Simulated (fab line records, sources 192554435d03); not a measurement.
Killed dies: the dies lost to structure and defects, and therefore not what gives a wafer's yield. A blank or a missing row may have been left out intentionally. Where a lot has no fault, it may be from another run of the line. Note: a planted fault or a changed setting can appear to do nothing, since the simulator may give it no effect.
Matching of chambers ; flow n5_finfet ; N5_BEOL_M0_STRIP_104 on rie_diel-05: 4 sister chambers
The step strips in N2/H2. 18 wafers are shown with their chamber, then 9 later ones without.

WAFERS WITH THEIR CHAMBER
wafer;chamber;showerhead_plenum_p_Torr (Torr);throttle_valve_pct (%);drypump_motor_current_A (A)
L074.2;1;2.53;23.8;6.2
L074.3;0;2.43;23.7;5.2
L074.5;2;2.58;23.1;5.3
L075.3;1;2.53;23.8;6.2
L075.5;2;2.58;23.1;5.2
L075.6;1;2.52;23.8;6.1
L079.1;3;2.37;23.3;5.4
L079.4;0;2.43;23.7;5.1
L079.6;3;2.37;23.3;5.5
L080.1;1;2.52;23.8;6.2
L080.3;2;2.58;23.1;5.3
L080.6;3;2.37;23.3;5.5
L088.1;2;2.57;23.1;5.3
L088.2;0;2.42;23.8;5.1
L088.6;1;2.51;23.9;6.2
L089.1;1;2.51;23.9;6.2
L089.2;0;2.42;23.8;5.1
L089.6;1;2.51;23.9;6.2

SIGNATURES, as means of the wafers listed above
reading;chamber 0;chamber 1;chamber 2;chamber 3;scatter within a chamber
showerhead_plenum_p_Torr;2.4250;2.5186;2.5775;2.3700;0.00687
throttle_valve_pct;23.750;23.843;23.100;23.300;0.044
drypump_motor_current_A;5.125;6.186;5.275;5.467;0.0465
Rule: for each reading, subtract the chamber's mean from the wafer's reading, divide by that reading's scatter and square the result; add these up over the readings and take the root, which gives the wafer's distance from the chamber. The wafer belongs to the nearest chamber; if the next one is less than 2 further off, it can't be placed. The scatter: the root of (the sum of the squares of (reading less its chamber's mean) over the shown wafers, divided by (wafers less chambers)).

WAFERS MISSING THEIR CHAMBER
wafer;showerhead_plenum_p_Torr (Torr);throttle_valve_pct (%);drypump_motor_current_A (A)
L091.1;2.57;23.1;5.3
L091.4;2.51;23.9;6.2
L091.5;2.36;23.3;5.5
L095.2;2.57;23.1;5.3
L095.4;2.41;23.7;5.1
L095.5;2.57;23.2;5.3
L096.2;2.51;23.9;6.2
L096.3;2.56;23.1;5.3
L096.4;2.41;23.7;5.1

EACH ONE'S CHAMBER
wafer;from the rows above;in truth
L091.1;2;2
L091.4;1;1
L091.5;3;3
L095.2;2;2
L095.4;0;0
L095.5;2;2
L096.2;1;1
L096.3;2;2
L096.4;0;0
9 of 9 placed correctly. From these rows, 0 cannot be placed. Wrongly placed: 0.
